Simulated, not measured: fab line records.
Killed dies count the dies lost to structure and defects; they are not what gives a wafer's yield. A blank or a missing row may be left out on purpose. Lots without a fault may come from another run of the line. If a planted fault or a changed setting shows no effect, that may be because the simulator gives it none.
Matching of chambers ; flow n5 finfet ; N5_BEOL_M5_ETCH_75 on rie diel-01 has 4 sister chambers
The step etches underlayer in N2/H2, target depth 6.5 nm, time 5.2 s. 8 wafers are shown with their chamber, then 12 later ones without.

== WAFERS PAIRED WITH THEIR CHAMBERS ==
wafer;chamber;showerhead plenum p Torr (Torr);drypump motor current A (A)
L085.6;1;2.51;5.8
L086.2;2;2.40;6.1
L090.1;0;2.63;5.2
L090.2;2;2.39;6.1
L090.3;3;2.47;6.3
L090.4;1;2.51;5.8
L090.5;3;2.47;6.2
L090.6;0;2.64;5.2

== WAFERS WHOSE CHAMBER IS MISSING ==
wafer;showerhead plenum p Torr (Torr);drypump motor current A (A)
L091.1;2.39;6.1
L091.3;2.63;5.2
L091.4;2.47;6.2
L093.1;2.51;5.9
L093.2;2.63;5.2
L093.3;2.46;6.2
L095.2;2.51;5.9
L095.4;2.46;6.3
L095.5;2.51;5.8
L097.4;2.71;6.1
L097.5;2.46;6.3
L097.6;2.71;6.1

== EACH ONE'S CHAMBER ==
wafer;from the rows above;in truth
L091.1;2;2
L091.3;0;0
L091.4;3;3
L093.1;1;1
L093.2;0;0
L093.3;3;3
L095.2;1;1
L095.4;3;3
L095.5;1;1
L097.4;0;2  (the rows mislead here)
L097.5;3;3
L097.6;0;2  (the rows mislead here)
Correctly placed: 10 of 12. Can't be placed from these rows: 0. 2 placed wrongly.
How it was worked out, from the rows above alone: a wafer's distance from a chamber is the root of the sum, over the readings, of the square of ((its reading less the chamber's mean) divided by the reading's scatter). The wafer belongs to the nearest chamber; if the next one is less than 2 further off, it can't be placed. A chamber's mean is the mean of its shown wafers. The scatter: take each reading less its chamber's mean, square it, sum over the shown wafers, divide by the number of wafers less the number of chambers, and take the root.
